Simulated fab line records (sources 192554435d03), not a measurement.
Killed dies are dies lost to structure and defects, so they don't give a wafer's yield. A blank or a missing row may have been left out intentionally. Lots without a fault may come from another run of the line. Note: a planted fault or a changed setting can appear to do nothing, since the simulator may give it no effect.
A struck lot beside a sound one | flow n5-finfet | 37 steps out of a route of 1938
Sound: the wafers L347.2, L347.4, L347.5. The struck wafers were L338.1, L338.2, L338.4. At the end, the cause is stated.
Each step with rows lists, per side, the tool, then ch with its chambers, then its first start. Under that, the readings that differ: sound wafers | struck wafers | difference of the means | sigmas: that difference in standard deviations of wafers without a fault.
alike: words and numbers the same on both sides, and readings whose means are apart by under 2 such deviations; not compared: readings that were withheld, readings missing a value for some wafer, numbers with overlapping values and no deviation given by the record, and bounds like >300 which may hide the same value.
Wherever a step has rows on one side only, a row that says differs or no value, or a row with sigmas, the two part there. Non-overlapping numbers with no deviation appear without sigmas and do not part them. A reading missing from all wafers of one side parts the sides only when that side holds two or more wafers.

first, 9 steps without rows for these wafers: N5_BEOL_M4_ANNEAL_95 (time 240 s); N5_BEOL_M4_SPUTTER_96 (material Cu, target thk 4.5 nm, time 8.29 s); N5_BEOL_M4_ECD_50 (material Cu, target thk 300 nm); N5_BEOL_M4_ANNEAL_51 (time 90 s); N5_BEOL_M4_CMP_52 (polishes, stops on SiOC, t overpolish 6.8 s, target thk 40 nm); N5_BEOL_M4_PRE_CLEAN_60 (time 15 s); N5_BEOL_M4_CO_CAP_55 (material Co, precursor CCTBA/H2, target thk 2 nm, time 102.1 s); N5_BEOL_M4_PRE_CLEAN_56 (time 15 s); N5_BEOL_M4_DEP_57 (deposits SiCN from 3MS/NH3, target thk 8 nm, time 14 s).
N5_BEOL_M4_RC_MEAS_101:
  sound on prober-01 ch 0, day 13 05:34; struck on prober-01 ch 0, day 11 11:02
  alike: DIBL_N, DIBL_P, IOFF_N, IOFF_P, ION_N, ION_P, SS_N, SS_P, VT_N, VT_P
then, 24 steps without rows for these wafers: N5_BEOL_M5_ILD_DEP_00 (deposits SiCOH lowk from DEMS/porogen, target thk 140.64 nm, time 25.9 s); N5_BEOL_M5_CURE_79 (cures SiCOH lowk, time 240 s); N5_BEOL_M5_PECVD_70 (deposits SiO2 from TEOS/O2, target thk 16 nm, time 18 s); N5_BEOL_M5_HM_DEP_02 (deposits TiN, target thk 20 nm); N5_BEOL_M5_COAT_59 (time 60 s, resist thk 60 nm); N5_BEOL_M5_COAT_60 (time 60 s, resist thk 12 nm); N5_BEOL_M5_COAT_71 (time 60 s, resist thk 5 nm); N5_BEOL_M5_COAT_05 (resist thk 30 nm); N5_BEOL_M5_EBR_07; N5_BEOL_M5_SOFTBAKE_06 (time 60 s); N5_BEOL_M5_EXPOSE_08 (exposes mask M5, target cd 28 nm); N5_BEOL_M5_PEB_09 (peb time 60 s); N5_BEOL_M5_DEVELOP_10 (develop time 30 s); N5_BEOL_M5_DESCUM_16 (chemistry O2, time 7 s); N5_BEOL_M5_ETCH_72 (etches underlayer in N2/H2, target depth 6.5 nm, time 5.2 s); N5_BEOL_M5_ETCH_61 (etches SiARC in CF4, target depth 15.6 nm, time 26 s); N5_BEOL_M5_ETCH_62 (etches SOC in N2/H2, target depth 75 nm, overetch 15 nm, time 112.5 s); N5_BEOL_M5_STRIP_63 (strips in N2/H2); N5_BEOL_M5_STRIP_73 (strips in N2/H2); N5_BEOL_M5_STRIP_64 (strips in CF4); N5_BEOL_M5_HM_OPEN_17 (chemistry Cl2/BCl3, target TiN, target depth 20 nm, overetch 6 nm); N5_BEOL_M5_STRIP_19 (strips in O2); N5_BEOL_M5_COAT_65 (time 60 s, resist thk 60 nm); N5_BEOL_M5_COAT_66 (time 60 s, resist thk 12 nm).
-- the record jumps here: 2 days lie between the struck wafers' starts before and after (it left off in module BEOL_M5 and takes up again in module BEOL_M10, whose first step shown is number 1507 of the route) --
N5_BEOL_M10_ETCH_66: etches SOC in N2/H2, target depth 120 nm, overetch 24 nm, time 180 s.
  sound on rie-diel-06 ch 0,2, day 15 08:28; struck on rie-diel-06 ch 0,2, day 13 15:52
  no value came back on the struck wafers for any of 7 readings (bias-w (W), chamber-pressure-mTorr (mTorr) and others); on the sound wafers bias-w (W) reads 149.7 150.7 149.8
  reading                                       | sound          | struck     | difference | sigmas
  model.CAR-ArF_of_BEOL_M10_COAT_22.thk-nm (nm) | 0 0 0          | 56 55.8 56 | +56        |
  model.SiARC_of_BEOL_M10_COAT_64.thk-nm (nm)   | 22.6 22.8 22.8 | 29.8 30 30 | +7.2       |
  not compared: rf-hours-counter-h
N5_BEOL_M10_VIA_ETCH_34: etches SiCOH lowk in C4F6/O2, target depth 184.5 nm, time 69.2 s.
  sound on rie-diel-06 ch 0,2, day 15 08:35; struck on rie-diel-06 ch 0,2, day 13 15:59
  reading               | sound          | struck         | difference | sigmas
  oes-product-au (a.u.) | 0.85 0.68 0.85 | 0.33 0.26 0.33 | -0.49      | -5
  alike: C4F6_flow_sccm, O2_flow_sccm, bias-w, drypump-motor-current-A, rf-vpp-V, showerhead-plenum-p-Torr, throttle-valve-pct
  not compared: rf-hours-counter-h
-- the record jumps here: 2 days lie between the struck wafers' starts before and after (it left off in module BEOL_M10 and takes up again in module PASSIVATION, whose first step shown is number 1936 of the route) --
N5_PASSIVATION_PROBE_49:
  rows exist in the record for the struck wafers here (prober-01, day 15 20:52), but not for the sound ones

WHERE THEY PART
Earliest at N5_BEOL_M10_ETCH_66; latest, in this record, at N5_PASSIVATION_PROBE_49.

WHY: the cause the simulator had injected
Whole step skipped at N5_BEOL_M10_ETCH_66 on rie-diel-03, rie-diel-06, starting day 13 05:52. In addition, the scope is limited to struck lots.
